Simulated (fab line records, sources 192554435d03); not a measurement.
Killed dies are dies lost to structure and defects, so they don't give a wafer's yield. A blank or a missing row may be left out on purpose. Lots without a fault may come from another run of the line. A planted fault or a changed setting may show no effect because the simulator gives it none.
fab line records | flow n5_finfet
record lots=6 wafers=18 last_day=21
route steps=1938 shown DUMMY_GATE@238 BEOL_M4@1111 PASSIVATION@1936
lots that met no fault: from a run of the same line without faults
start_h: hours from the record's first day to the start of the lot's first wafer shown | wait_h: hours since the lot's step before | " the same as in the row above | L1.1+2: a row that stands for several wafers | - no value, or no start given | * or withheld: withheld | < > ~ a bound
route shown NAME@n: a module of which the file shows steps, and the number in the route of the first | usual: mean/standard deviation of fault-free wafers | same: alike in all rows | chamber/n: place in a boat | sites: the reading at each site | _std_site: their standard deviation | _edge_site: outer sites' mean less inner sites' | radius_mm: how far each site lies from the wafer's centre | mask NAME#n: copy n | behind: the tool/chamber that last shaped the wafer | hold: why the lot was held/for how many hours/how that ended | device: the transistor (n, p or np) that didn't switch | end of line: the same wafers' tests at the end of the route | a step without rows: its recipe alone | killed: dies lost to structure and defects at the first sort, not the wafer's yield | map: a wafer's dies, x killed, . not, _ none there
set.NAME: the setting as run; set.NAME@STEP: as run at that earlier step | model.NAME: the simulator's own value behind a step, which no gauge read
lots at some steps of the route; a table a step, a row a wafer
services: from which hour (start_h, from the record's first day; less than 0 if before it) a tool's chamber was out of use, for how many hours, and why
## steps
# step N5_DUMMY_GATE_STRIP_38
# recipe chemistry=N2/H2 temp_c=40 n2_flow_sccm=200 h2_flow_sccm=200 rf_frequency_hz=6e+07
# step N5_DUMMY_GATE_STRIP_39
# recipe chemistry=N2/H2 temp_c=40 n2_flow_sccm=200 h2_flow_sccm=200 rf_frequency_hz=6e+07
# step N5_DUMMY_GATE_TRIM_49
# recipe chemistry=O2 resist=SOC time_s=29 target_cd_nm=14 source_power_w=300 bias_power_w=0 O2_flow_sccm=100 temp_c=20
# step N5_DUMMY_GATE_STRIP_40
# recipe chemistry=CF4 resist=SiARC power_w=300 bias_power_w=75 pressure_mtorr=50 cf4_flow_sccm=150 rf_frequency_hz=6e+07
# usual cf4_flow_sccm=150.0/0.46 chamber_pressure_mTorr=50.00/0.054 drypump_motor_current_A=5.6/0.46 oes_product_au=0.77/0.065 rf_vpp_V=271.4/1.6 showerhead_plenum_p_Torr=1.80/0.067 throttle_valve_pct=13.65/0.21
# columns lot.wafer tool chamber start_h wait_h cf4_flow_sccm chamber_pressure_mTorr drypump_motor_current_A oes_product_au rf_hours_counter_h rf_vpp_V showerhead_plenum_p_Torr throttle_valve_pct
L223.1 rie_diel-02 3 63.96 0.1 149.5 49.92 5.7 0.86 48 269.8 1.77 13.74
L223.4 " 2 " " 150.3 50.06 5.0 0.74 186 269.4 1.86 13.67
L223.6 " 3 " " 150.5 50.04 5.7 0.86 - 270.5 1.77 13.74
L234.1 rie_diel-02 1 128.90 0.1 149.4 50.02 6.4 0.83 65 272.8 1.90 13.44
L234.3 " 2 " " 149.8 49.94 5.0 0.73 199 271.5 1.86 13.67
L234.4 " 0 " " 149.5 50.00 4.8 0.70 217 269.7 1.69 14.01
L235.3 rie_diel-05 0 135.68 0.2 150.1 49.99 5.0 0.74 154 269.4 1.74 13.73
L235.5 " 0 " " 150.4 50.02 5.0 0.73 - 269.2 1.74 13.73
L235.6 " 3 " " 149.5 49.96 5.7 0.75 - 268.7 1.72 13.47
L236.1 rie_diel-02 1 143.86 0.1 150.3 49.96 6.4 0.82 68 273.7 1.90 13.46
L236.2 " 0 " " 150.8 49.95 4.8 0.68 221 271.1 1.69 14.01
L236.5 " 3 " " 149.1 50.07 5.7 0.84 - 269.8 1.76 13.77
L241.3 rie_diel-06 1 172.15 0.4 150.6 49.94 5.5 0.83 73 273.0 1.88 13.26
L241.4 " 1 " " 150.6 50.00 5.5 0.83 - 272.5 1.88 13.29
L241.5 " 2 " " 150.4 49.87 5.5 0.71 - 272.5 1.79 13.63
L243.1 rie_diel-06 3 185.30 0.1 149.9 49.91 6.0 0.97 1 273.0 1.82 13.30
L243.2 " 2 " " 150.6 50.00 5.5 0.72 221 272.0 1.79 13.65
L243.3 " 0 " " 150.0 50.05 5.8 0.77 132 271.4 1.79 13.76
# step N5_DUMMY_GATE_CD_MEAS_50
# recipe target_cd_nm=14
# usual cd_nm=14.2/0.55
# columns lot.wafer tool chamber start_h wait_h cd_nm
L223.1 cd_sem-01 - 64.01 0.0 14.3
L223.4 " - " " 14.6
L223.6 " - " " 14.3
L234.1 cd_sem-03 - 128.95 0.0 14.3
L234.3 " - " " 15.0
L234.4 " - " " 14.5
L235.3 cd_sem-03 - 135.74 0.0 14.5
L235.5 " - " " 13.8
L235.6 " - " " 14.7
L236.1 cd_sem-01 - 143.91 0.0 13.9
L236.2 " - " " 13.9
L236.5 " - " " 14.9
L241.3 cd_sem-01 - 172.21 0.0 14.4
L241.4 " - " " 14.5
L241.5 " - " " 13.7
L243.1 cd_sem-01 - 185.35 0.0 14.6
L243.2 " - " " 13.2
L243.3 " - " " 13.3
# step N5_DUMMY_GATE_ETCH_31
# recipe chemistry=C4F6/O2 target=SiO2 mask_material=SOC target_depth_a=825 time_s=27.5 ion_energy_ev=250 pressure_mtorr=30 source_w=345 bias_w=185 Ar_flow_sccm=300 C4F6_flow_sccm=10 O2_flow_sccm=10
# usual C4F6_flow_sccm=10.00/0.031 O2_flow_sccm=10.00/0.032 chamber_pressure_mTorr=30.000/0.027 drypump_motor_current_A=5.6/0.42 oes_product_au=0.77/0.052 rf_vpp_V=674/18 showerhead_plenum_p_Torr=2.87/0.11 throttle_valve_pct=21.18/0.22
# columns lot.wafer tool chamber start_h wait_h C4F6_flow_sccm O2_flow_sccm chamber_pressure_mTorr drypump_motor_current_A oes_product_au rf_hours_counter_h rf_vpp_V showerhead_plenum_p_Torr throttle_valve_pct
L223.1 rie_diel-02 0 64.06 0.0 10.03 9.98 30.034 4.8 0.72 204 678 2.69 21.50
L223.4 " 2 " " 9.96 10.00 29.972 5.0 0.74 186 659 2.92 21.02
L223.6 " 3 " " 9.99 9.97 29.992 5.7 0.87 - 716 2.76 21.27
L234.1 rie_diel-05 0 129.00 0.0 10.03 9.98 29.980 5.0 0.74 153 691 2.72 21.18
L234.3 " 1 " " 10.06 10.05 30.004 5.5 0.72 183 648 2.96 21.37
L234.4 " 2 " " 9.95 10.03 29.979 6.1 0.80 106 656 3.00 21.12
L235.3 rie_diel-06 1 135.83 0.1 9.98 10.00 29.970 5.6 0.85 60 676 2.97 20.70
L235.5 " 0 " " 9.99 10.06 30.016 5.8 0.79 - 686 2.86 21.31
L235.6 " 3 " " 10.02 10.02 29.996 6.0 0.68 - 681 2.93 21.53
L236.1 rie_diel-06 1 143.96 0.0 9.99 9.98 29.998 5.5 0.84 63 675 2.97 20.70
L236.2 " 2 " " 9.97 9.98 30.020 5.5 0.73 201 656 2.85 21.21
L236.5 " 1 " " 10.02 9.99 29.989 5.5 0.84 - 676 2.97 20.69
L241.3 rie_diel-05 2 172.40 0.2 10.01 9.99 29.957 6.1 0.80 117 656 3.00 21.15
L241.4 " 1 " " 10.10 10.01 29.985 5.5 0.72 194 649 2.96 21.41
L241.5 " 3 " " 9.99 9.94 29.996 5.7 0.74 - 668 2.72 21.02
L243.1 rie_diel-05 0 185.40 0.1 9.98 9.96 30.020 5.0 0.73 173 689 2.71 21.23
L243.2 " 2 " " 10.04 10.02 29.982 6.2 0.79 125 656 3.00 21.15
L243.3 " 1 " " 9.99 10.01 29.943 5.6 0.71 202 649 2.95 21.41
# step N5_DUMMY_GATE_STRIP_41
# recipe chemistry=O2 power_w=400 temp_c=40 pressure_mtorr=30 rf_frequency_hz=6e+07 bias_power_w=0 overash_fraction=0.3 o2_flow_sccm=225
# usual chamber_pressure_mTorr=30.003/0.028 drypump_motor_current_A=5.6/0.42 oes_product_au=0.77/0.059 rf_vpp_V=3.6/0.51 showerhead_plenum_p_Torr=2.11/0.083 throttle_valve_pct=16.66/0.19
# columns lot.wafer tool chamber start_h wait_h chamber_pressure_mTorr drypump_motor_current_A oes_product_au rf_hours_counter_h rf_vpp_V showerhead_plenum_p_Torr throttle_valve_pct
L223.1 rie_diel-02 0 64.10 0.0 29.999 4.8 0.72 204 3.2 2.00 17.16
L223.4 " 2 " " 30.009 5.0 0.75 186 2.7 2.18 16.72
L223.6 " 3 " " 29.975 5.7 0.89 - 4.0 2.03 16.77
L234.1 rie_diel-05 0 129.05 0.0 30.015 5.0 0.73 153 4.6 2.02 16.80
L234.3 " 1 " " 30.036 5.6 0.73 183 3.2 2.14 16.66
L234.4 " 2 " " 30.050 6.1 0.80 106 3.0 2.20 16.48
L235.3 rie_diel-06 1 135.88 0.0 30.041 5.5 0.83 60 3.2 2.22 16.38
L235.5 " 0 " " 29.984 5.8 0.79 - 3.1 2.08 16.67
L235.6 " 3 " " 29.952 6.0 0.66 - 3.6 2.14 16.94
L236.1 rie_diel-06 1 144.01 0.0 30.050 5.5 0.82 63 4.2 2.22 16.38
L236.2 " 2 " " 29.977 5.6 0.72 201 3.8 2.07 16.56
L236.5 " 1 " " 30.015 5.5 0.83 - 3.7 2.22 16.38
L241.3 rie_diel-05 2 172.44 0.0 30.032 6.1 0.79 117 3.2 2.20 16.51
L241.4 " 1 " " 29.945 5.6 0.72 194 3.0 2.14 16.68
L241.5 " 3 " " 29.997 5.7 0.71 - 3.5 1.99 16.51
L243.1 rie_diel-05 0 185.45 0.0 30.027 5.0 0.73 173 4.3 2.01 16.84
L243.2 " 2 " " 29.986 6.1 0.78 125 3.5 2.19 16.52
L243.3 " 1 " " 30.004 5.5 0.72 202 4.1 2.13 16.68
# step N5_DUMMY_GATE_HM_OPEN_21
# recipe chemistry=CH3F/O2 target=SiNx target_depth_a=1200 Ar_flow_sccm=150 CH3F_flow_sccm=30 O2_flow_sccm=23 time_s=171.4 pressure_mtorr=30 source_w=395 bias_w=73 ion_energy_ev=120.7
# usual O2_flow_sccm=22.98/0.069 chamber_pressure_mTorr=30.00/0.031 drypump_motor_current_A=5.6/0.42 oes_product_au=0.77/0.052 rf_vpp_V=303/8.2 showerhead_plenum_p_Torr=2.04/0.08 throttle_valve_pct=16.49/0.21
# columns lot.wafer tool chamber start_h wait_h O2_flow_sccm chamber_pressure_mTorr drypump_motor_current_A oes_product_au rf_hours_counter_h rf_vpp_V showerhead_plenum_p_Torr throttle_valve_pct
L223.1 rie_diel-02 0 64.14 0.0 23.02 30.00 4.8 0.72 204 306 1.91 16.85
L223.4 " 2 " " 23.03 29.98 5.0 0.74 186 297 2.08 16.43
L223.6 " 3 " " 22.94 30.03 5.7 0.86 - 321 1.96 16.55
L234.1 rie_diel-05 0 129.09 0.0 23.04 29.95 5.0 0.73 153 311 1.93 16.53
L234.3 " 1 " " 22.94 29.96 5.6 0.73 183 292 2.10 16.64
L234.4 " 2 " " 22.84 29.96 6.1 0.80 106 295 2.14 16.35
L235.3 rie_diel-06 1 135.92 0.0 22.94 29.97 5.5 0.85 60 305 2.11 16.04
L235.5 " 0 " " 22.93 29.99 5.8 0.80 - 307 2.03 16.60
L235.6 " 3 " " 23.01 30.00 6.0 0.69 - 308 2.08 16.83
L236.1 rie_diel-06 1 144.05 0.0 23.01 30.04 5.5 0.84 63 303 2.11 16.05
L236.2 " 2 " " 23.08 29.96 5.6 0.73 201 294 2.02 16.48
L236.5 " 1 " " 22.83 29.95 5.5 0.84 - 303 2.11 16.04
L241.3 rie_diel-05 2 172.48 0.0 22.93 30.04 6.2 0.79 117 295 2.13 16.38
L241.4 " 1 " " 22.92 30.02 5.6 0.71 194 292 2.10 16.68
L241.5 " 3 " " 22.92 29.99 5.7 0.74 - 299 1.93 16.36
L243.1 rie_diel-05 0 185.49 0.0 22.98 30.01 5.0 0.72 173 311 1.93 16.57
L243.2 " 2 " " 22.85 30.00 6.1 0.78 125 296 2.13 16.39
L243.3 " 1 " " 22.98 30.00 5.6 0.71 202 290 2.09 16.67
# step N5_DUMMY_GATE_ETCH_32
# recipe chemistry=CF4 target=SiO2 target_depth_a=35 time_s=3.9 ion_energy_ev=350 pressure_mtorr=10 icp_w=800 bias_w=400 cf4_flow_sccm=80
# step N5_DUMMY_GATE_ETCH_23
# recipe chemistry=HBr/Cl2/O2 HBr_flow_sccm=150 Cl2_flow_sccm=80 O2_flow_sccm=12 bias_w=102 target_depth_a=410 time_s=22.3 target=poly-Si mask_material=SiO2 pressure_mtorr=10 icp_w=800
# step N5_DUMMY_GATE_ETCH_44
# recipe chemistry=HBr/O2 over_etch_frac=0.7 target_depth_a=1275 stop_on=SiO2 ion_energy_ev=60 bias_w=20 target=poly-Si mask_material=SiO2 pressure_mtorr=20 icp_w=400 HBr_flow_sccm=120 O2_flow_sccm=10
# usual HBr_flow_sccm=120.0/0.38 O2_flow_sccm=10.00/0.031 chamber_pressure_mTorr=20.002/0.019 drypump_motor_current_A=5.8/0.52 oes_product_au=0.727/0.015 throttle_valve_pct=18.58/0.18
# columns lot.wafer tool chamber start_h wait_h HBr_flow_sccm O2_flow_sccm chamber_pressure_mTorr drypump_motor_current_A oes_product_au rf_hours_counter_h throttle_valve_pct
L223.1 rie_si-02 0 64.39 0.0 119.1 9.98 20.010 6.0 0.730 180 18.64
L223.4 " 1 " " 120.2 10.03 20.008 6.1 0.724 144 18.78
L223.6 " 0 " " 119.3 10.01 20.009 6.0 0.717 - 18.66
L234.1 rie_si-05 2 129.34 0.0 120.1 10.02 20.005 5.7 0.713 149 18.94
L234.3 " 0 " " 119.9 9.99 20.022 5.0 0.718 194 18.51
L234.4 " 1 " " 119.9 10.05 20.017 5.0 0.710 31 18.30
L235.3 rie_si-02 1 136.17 0.0 120.5 10.03 19.993 6.1 0.738 146 18.78
L235.5 " 2 " " 119.9 9.99 19.997 6.1 0.754 - 18.57
L235.6 " 1 " " 120.0 9.95 19.981 6.1 0.729 - 18.80
L236.1 rie_si-04 0 144.30 0.0 120.3 9.98 20.033 5.9 0.710 2 18.47
L236.2 " 3 " " 120.0 9.96 20.015 5.3 0.728 148 18.36
L236.5 " 1 " " 119.7 9.98 20.031 5.4 0.730 - 18.64
L241.3 rie_si-02 0 172.73 0.0 120.3 10.00 20.014 6.0 0.729 182 18.62
L241.4 " 1 " " 120.9 10.03 19.970 6.1 0.732 147 18.79
L241.5 " 0 " " 119.9 9.99 20.018 6.0 0.726 - 18.66
L243.1 rie_si-02 2 185.74 0.0 120.2 9.99 19.995 6.2 0.755 2 18.57
L243.2 " 1 " " 119.8 9.98 19.980 6.1 0.727 147 18.79
L243.3 " 0 " " 120.2 10.03 19.989 6.0 0.738 182 18.65
# step N5_DUMMY_GATE_CD_MEAS_24
# recipe target_cd_nm=15
# usual cd_nm=15.2/0.6
# columns lot.wafer tool chamber start_h wait_h cd_nm
L223.1 cd_sem-02 - 64.50 0.1 15.1
L223.4 " - " " 15.4
L223.6 " - " " 14.4
L234.1 cd_sem-01 - 129.45 0.1 15.1
L234.3 " - " " 15.8
L234.4 " - " " 15.5
L235.3 cd_sem-02 - 136.28 0.1 15.1
L235.5 " - " " 14.5
L235.6 " - " " 15.6
L236.1 cd_sem-03 - 144.41 0.1 14.9
L236.2 " - " " 15.1
L236.5 " - " " 15.3
L241.3 cd_sem-01 - 172.85 0.1 14.7
L241.4 " - " " 15.4
L241.5 " - " " 14.1
L243.1 cd_sem-01 - 185.85 0.1 15.3
L243.2 " - " " 14.4
L243.3 " - " " 13.9
# step N5_DUMMY_GATE_ETCH_42
# recipe chemistry=CHF3/O2 target=SiO2 target_depth_a=35 time_s=31 ion_energy_ev=30 bias_w=12 pressure_mtorr=30 source_w=600 Ar_flow_sccm=200 CHF3_flow_sccm=50 O2_flow_sccm=5
# usual CHF3_flow_sccm=50.00/0.13 O2_flow_sccm=5.000/0.015 chamber_pressure_mTorr=30.002/0.026 drypump_motor_current_A=5.6/0.46 oes_product_au=0.76/0.051 rf_vpp_V=42.9/1.2 showerhead_plenum_p_Torr=2.42/0.096 throttle_valve_pct=18.82/0.2
# columns lot.wafer tool chamber start_h wait_h CHF3_flow_sccm O2_flow_sccm chamber_pressure_mTorr drypump_motor_current_A oes_product_au rf_hours_counter_h rf_vpp_V showerhead_plenum_p_Torr throttle_valve_pct
L223.1 rie_diel-02 2 64.55 0.0 49.91 4.984 30.021 5.0 0.74 186 41.9 2.48 18.68
L223.4 " 3 " " 50.20 4.992 30.064 5.7 0.87 48 43.2 2.34 18.91
L223.6 " 3 " " 49.95 4.983 29.990 5.7 0.86 - 43.4 2.34 18.90
L234.1 rie_diel-05 2 129.55 0.1 50.00 4.987 30.026 6.1 0.80 106 43.8 2.54 18.68
L234.3 " 3 " " 50.03 4.998 30.019 5.8 0.74 152 43.0 2.31 18.69
L234.4 " 0 " " 49.74 5.010 29.975 5.0 0.73 153 43.1 2.31 18.87
L235.3 rie_diel-05 0 136.34 0.1 - - - - - - - - -
L235.5 " 0 " " - - - - - - - - -
L235.6 " 1 " " - - - - - - - - -
L236.1 rie_diel-02 1 144.46 0.0 - - - - - - - - -
L236.2 " 3 " " - - - - - - - - -
L236.5 " 0 " " - - - - - - - - -
L241.3 rie_diel-06 0 173.16 0.3 50.16 5.018 29.991 5.8 0.78 124 42.2 2.42 18.97
L241.4 " 1 " " 49.79 4.994 29.986 5.5 0.82 - 41.5 2.51 18.34
L241.5 " 2 " " 49.96 4.997 30.043 5.5 0.72 - 40.5 2.40 18.82
L243.1 rie_diel-05 1 185.97 0.1 49.95 4.975 29.992 5.5 0.71 202 42.6 2.50 19.03
L243.2 " 2 " " 50.02 4.999 30.034 6.1 0.78 125 42.2 2.53 18.71
L243.3 " 0 " " 50.11 5.031 30.015 5.0 0.72 174 43.2 2.30 18.91
# step N5_DUMMY_GATE_STRIP_48
# recipe chemistry=N2/H2 time_s=20 power_w=100 temp_c=40 pressure_mtorr=100 rf_frequency_hz=6e+07 bias_power_w=3 n2_flow_sccm=300 h2_flow_sccm=300
# step N5_BEOL_M4_RC_MEAS_101
# usual DIBL_N=36.1/2.3 DIBL_P=36/3.2 IOFF_N=0.16/0.045 IOFF_P=0.21/0.049 ION_N=674/14 ION_P=462/8.4 SS_N=71.6/0.83 SS_P=73.2/0.87 VT_N=249/3.8 VT_P=-250/3.4
# columns lot.wafer tool chamber start_h wait_h DIBL_N[mV/V] DIBL_P[mV/V] IOFF_N[nA/um] IOFF_P[nA/um] ION_N[uA/um] ION_P[uA/um] SS_N[mV/dec] SS_P[mV/dec] VT_N[mV] VT_P[mV]
L223.1 prober-01 0 259.92 0.0 38.4 42 0.23 0.32 695 476 71.7 74.3 243 -244
L223.4 " 0 " " 33.2 34 0.12 0.17 682 471 70.8 72.6 252 -250
L223.6 " 0 " " 40.3 43 0.27 0.34 689 469 72.4 74.6 239 -244
L236.1 prober-01 0 329.43 0.0 38.6 39 0.20 0.25 685 462 72.1 74.5 247 -249
L236.2 " 0 " " 37.3 37 0.18 0.22 686 469 71.5 73.1 245 -251
L236.5 " 0 " " 36.2 36 0.16 0.20 677 460 71.6 73.5 249 -253
L235.3 prober-01 0 345.01 0.3 37.7 39 0.20 0.22 680 457 72.2 73.5 245 -250
L235.5 " 0 " " 40.1 41 0.26 0.26 699 467 72.7 74.3 241 -250
L235.6 " 0 " " 34.7 35 0.14 0.17 660 450 70.5 72.8 251 -252
L234.1 prober-02 0 347.66 0.0 37.6 39 0.17 0.29 661 465 71.7 74.3 250 -246
L234.3 " 0 " " 35.5 33 0.13 0.18 664 458 71.2 72.5 253 -253
L234.4 " 0 " " 34.3 30 0.10 0.13 633 437 71.1 72.3 259 -259
L241.3 prober-02 0 389.14 0.3 34.9 37 0.16 0.24 673 466 71.2 73.5 247 -246
L241.4 " 0 " " 33.5 35 0.15 0.21 674 465 71.0 72.2 247 -249
L241.5 " 0 " " 39.4 42 0.26 0.34 691 476 72.0 74.5 243 -242
L243.1 prober-01 0 393.78 0.0 34.9 36 0.14 0.20 675 466 71.4 73.1 251 -250
L243.2 " 0 " " 38.5 40 0.20 0.25 690 463 72.2 73.7 248 -248
L243.3 " 0 " " 39.8 41 0.23 0.28 678 463 73.0 74.4 249 -249
# step N5_PASSIVATION_PROBE_49
# usual defect_limited_yield=90.9/1.6 killed_at_M0_to_M3=37/11 killed_at_M4_up=15/5.6 killed_at_contacts=13/6.4 killed_at_front_end=39/11 killed_at_other=4/3.1 killed_dies=107/19 killed_open=71/14 killed_short=34/7.8 sort_bin_4_leakage=0.01/0.053 sort_bin_5_function=5.3/1 sort_bin_6_memory=3.4/0.72 sort_bin_8_speed=0.0/0.42 sort_n_pass=1072/20 sort_yield_pct=90.9/1.7
# same gross_dies=1180 killed_at_back_side=0
# columns lot.wafer tool chamber start_h wait_h defect_limited_yield[%] killed_at_M0_to_M3 killed_at_M4_up killed_at_contacts killed_at_front_end killed_at_other killed_dies killed_open killed_short sort_bin_4_leakage[%] sort_bin_5_function[%] sort_bin_6_memory[%] sort_bin_8_speed[%] sort_n_pass sort_yield_pct[%]
L223.1 prober-02 - 368.43 0.0 88.1 43 17 17 55 8 140 88 48 0 6.5 4.2 0 1040 88.1
L223.4 prober-02 - 368.58 0.2 89.4 39 19 15 50 2 125 68 52 0 6.4 3.6 0 1055 89.4
L223.6 prober-02 - 368.68 0.3 90.4 40 19 15 32 7 113 74 32 0.17 4.3 4.9 0 1065 90.3
L236.1 prober-01 - 447.75 0.0 90.6 34 14 22 39 2 111 69 40 0 4.9 3.8 0 1069 90.6
L236.2 prober-01 - 447.80 0.1 93.2 26 8 14 27 5 80 55 24 0 3.5 3.0 0 1100 93.2
L236.5 prober-01 - 447.95 0.2 92.5 27 9 22 29 1 88 52 35 0 4.7 2.2 0 1092 92.5
L235.3 prober-02 - 467.70 0.1 92.7 34 3 10 38 1 86 53 33 0 4.3 2.5 0 1094 92.7
L235.5 prober-02 - 467.80 0.2 91.4 33 20 9 37 2 101 71 29 0 5.2 3.1 0 1079 91.4
L235.6 prober-02 - 467.85 0.3 93.3 19 15 6 37 2 79 46 29 0 3.5 2.8 0 1101 93.3
L234.1 prober-02 - 469.02 0.0 91.7 27 13 8 50 0 98 70 26 0 4.9 3.4 0 1082 91.7
L234.3 prober-02 - 469.12 0.1 90.3 37 15 7 48 8 115 79 33 0 6.3 3.2 0 1065 90.3
L234.4 prober-02 - 469.17 0.2 89.5 32 17 9 61 5 124 91 31 0 6.5 3.6 5.0 997 84.5
L241.3 prober-02 - 496.27 0.1 91.1 32 18 16 30 9 105 78 24 0 5.0 3.6 0 1075 91.1
L241.4 prober-02 - 496.32 0.2 92.3 28 10 8 43 2 91 61 29 0 4.4 3.0 0 1089 92.3
L241.5 prober-02 - 496.37 0.2 90.2 50 13 11 32 10 116 75 40 0 5.6 3.8 0 1064 90.2
# killed by level:class
L223.1 FIN_SAQP:geometric_particle:open=22 FIN_SAQP:geometric_particle:short=15 MOL_CONTACT_COAG:geometric_particle:open=13 BEOL_M3:geometric_particle:open=11 BEOL_M0_SAQP:geometric_particle:open=10 BEOL_M0_SAQP:geometric_particle:short=10 BEOL_M4:geometric_particle:open=8 STI_FIN_REVEAL:geometric_particle:open=5
L223.4 FIN_SAQP:geometric_particle:short=15 BEOL_M0_SAQP:geometric_particle:short=12 FIN_SAQP:geometric_particle:open=11 MOL_CONTACT_COAG:geometric_particle:open=11 BEOL_M0_SAQP:geometric_particle:open=11 BEOL_M3:geometric_particle:open=6 BEOL_M4:geometric_particle:open=5 STI_FIN_REVEAL:geometric_particle:open=4
L223.6 MOL_CONTACT_COAG:geometric_particle:open=14 FIN_SAQP:geometric_particle:short=11 BEOL_M3:geometric_particle:open=11 BEOL_M4:geometric_particle:open=11 FIN_SAQP:geometric_particle:open=9 BEOL_M0_SAQP:geometric_particle:open=7 BEOL_M0_SAQP:geometric_particle:short=6 BEOL_M1:geometric_particle:open=5
L236.1 MOL_CONTACT_COAG:geometric_particle:open=14 FIN_SAQP:geometric_particle:open=10 BEOL_M0_SAQP:geometric_particle:open=9 BEOL_M1:geometric_particle:open=8 FIN_SAQP:geometric_particle:short=7 MOL_CONTACT_COAG:geometric_particle:short=7 BEOL_M4:geometric_particle:open=6 BEOL_M0_SAQP:geometric_particle:short=5
L236.2 MOL_CONTACT_COAG:geometric_particle:open=10 STI_FIN_REVEAL:geometric_particle:open=7 BEOL_M0_SAQP:geometric_particle:open=7 BEOL_M4:geometric_particle:open=7 GATE_CUT:geometric_particle:open=6 BEOL_M2:geometric_particle:open=5 BEOL_M0_SAQP:geometric_particle:short=4 MOL_CONTACT_COAG:geometric_particle:short=3
L236.5 MOL_CONTACT_COAG:geometric_particle:open=16 BEOL_M0_SAQP:geometric_particle:short=8 BEOL_M3:geometric_particle:open=7 STI_FIN_REVEAL:geometric_particle:open=6 DUMMY_GATE:geometric_particle:open=5 MOL_CONTACT_COAG:geometric_particle:short=5 DUMMY_GATE:geometric_particle:short=4 BEOL_M0_SAQP:geometric_particle:open=4
L235.3 FIN_SAQP:geometric_particle:short=9 MOL_CONTACT_COAG:geometric_particle:open=9 FIN_SAQP:geometric_particle:open=6 BEOL_M1:geometric_particle:short=6 DUMMY_GATE:geometric_particle:open=5 BEOL_M0_SAQP:geometric_particle:open=5 BEOL_M0:geometric_particle:open=5 BEOL_M2:geometric_particle:open=5
L235.5 BEOL_M1:geometric_particle:open=9 BEOL_M4:geometric_particle:open=9 FIN_SAQP:geometric_particle:open=7 BEOL_M2:geometric_particle:open=6 MOL_CONTACT_COAG:geometric_particle:open=6 BEOL_M1:geometric_particle:short=6 FIN_SAQP:geometric_particle:short=5 STI_FIN_REVEAL:geometric_particle:open=4
L235.6 BEOL_M4:geometric_particle:open=9 FIN_SAQP:geometric_particle:short=7 STI_FIN_REVEAL:geometric_particle:open=7 BEOL_M0_SAQP:geometric_particle:short=7 GATE_CUT:geometric_particle:short=5 GATE_CUT:geometric_particle:open=4 MOL_CONTACT_COAG:geometric_particle:open=4 FIN_SAQP:geometric_particle:open=3
L234.1 STI_FIN_REVEAL:geometric_particle:open=13 FIN_SAQP:geometric_particle:short=9 BEOL_M3:geometric_particle:open=9 BEOL_M4:geometric_particle:open=8 DUMMY_GATE:geometric_particle:open=7 MOL_CONTACT_COAG:geometric_particle:open=7 FIN_SAQP:geometric_particle:open=6 BEOL_M1:geometric_particle:open=6
L234.3 BEOL_M3:geometric_particle:open=14 STI_FIN_REVEAL:geometric_particle:open=12 FIN_SAQP:geometric_particle:open=9 FIN_SAQP:geometric_particle:short=8 BEOL_M4:geometric_particle:open=8 BEOL_M2:geometric_particle:open=6 BEOL_M1:geometric_particle:open=5 BEOL_M3:geometric_particle:short=5
L234.4 STI_FIN_REVEAL:geometric_particle:open=18 BEOL_M4:geometric_particle:open=9 DUMMY_GATE:geometric_particle:open=9 BEOL_M1:geometric_particle:open=9 FIN_SAQP:geometric_particle:open=7 GATE_CUT:geometric_particle:open=6 MOL_CONTACT_COAG:geometric_particle:open=6 BEOL_M3:geometric_particle:open=5
L241.3 MOL_CONTACT_COAG:geometric_particle:open=13 BEOL_M0_SAQP:geometric_particle:open=9 BEOL_M0:geometric_particle:open=7 BEOL_M4:geometric_particle:open=6 MIM_TOP_ETCH:geometric_particle:open=6 BEOL_M3:geometric_particle:open=5 STI_FIN_REVEAL:geometric_particle:open=4 ILD0:geometric_particle:open=4
L241.4 STI_FIN_REVEAL:geometric_particle:open=8 BEOL_M0_SAQP:geometric_particle:open=7 FIN_SAQP:geometric_particle:short=6 MOL_CONTACT_COAG:geometric_particle:open=6 DUMMY_GATE:geometric_particle:open=5 GATE_CUT:geometric_particle:short=5 BEOL_M0_SAQP:geometric_particle:short=5 BEOL_M3:geometric_particle:open=5
L241.5 BEOL_M2:geometric_particle:open=12 STI_FIN_REVEAL:geometric_particle:open=11 BEOL_M0_SAQP:geometric_particle:short=11 BEOL_M0_SAQP:geometric_particle:open=10 MOL_CONTACT_COAG:geometric_particle:open=8 BEOL_M3:geometric_particle:open=8 FIN_SAQP:geometric_particle:open=6 FIN_SAQP:geometric_particle:short=5
## services
# columns tool chamber start_h hours kind
rie_si-02 2 58.98 4.3 repair
rie_si-05 - 66.79 14.3 repair
rie_si-02 - 69.10 0.4 repair
rie_si-02 2 78.99 - clean
rie_si-02 2 78.99 24.0 scheduled_down
rie_si-02 2 78.99 24.0 vent_cycle
rie_si-04 1 86.45 8.8 repair
rie_diel-05 - 95.09 0.1 repair
rie_diel-06 3 141.41 1.3 repair
rie_si-05 0 141.82 21.8 repair
rie_si-04 1 147.08 - clean
rie_si-04 1 147.08 18.7 scheduled_down
rie_si-04 1 147.08 18.7 vent_cycle
rie_diel-06 3 156.83 2.9 repair
rie_diel-06 3 159.87 - clean
rie_diel-06 3 159.87 - consumable_replace:focus_ring
rie_diel-06 3 159.87 22.0 scheduled_down
rie_diel-06 3 159.87 22.0 vent_cycle
rie_si-05 0 163.63 - clean
rie_si-05 0 163.63 23.6 scheduled_down
rie_si-05 0 163.63 23.6 vent_cycle
rie_diel-02 - 169.40 14.6 pm
rie_si-04 1 170.68 5.3 repair
rie_diel-05 3 183.44 8.8 repair
## key
first_sign step=N5_DUMMY_GATE_ETCH_42 reading=tool_record direction=missing
effect none on later readings
met_at N5_DUMMY_GATE_ETCH_42
struck_wafers L235.3,L235.5,L235.6,L236.1,L236.2,L236.5
onset_between 129.55 136.34
fault kind=skipped_step_whole tool=rie_diel-02,rie_diel-05 chamber=- onset_h=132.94 steps=N5_DUMMY_GATE_ETCH_42 scope=struck_lots_only
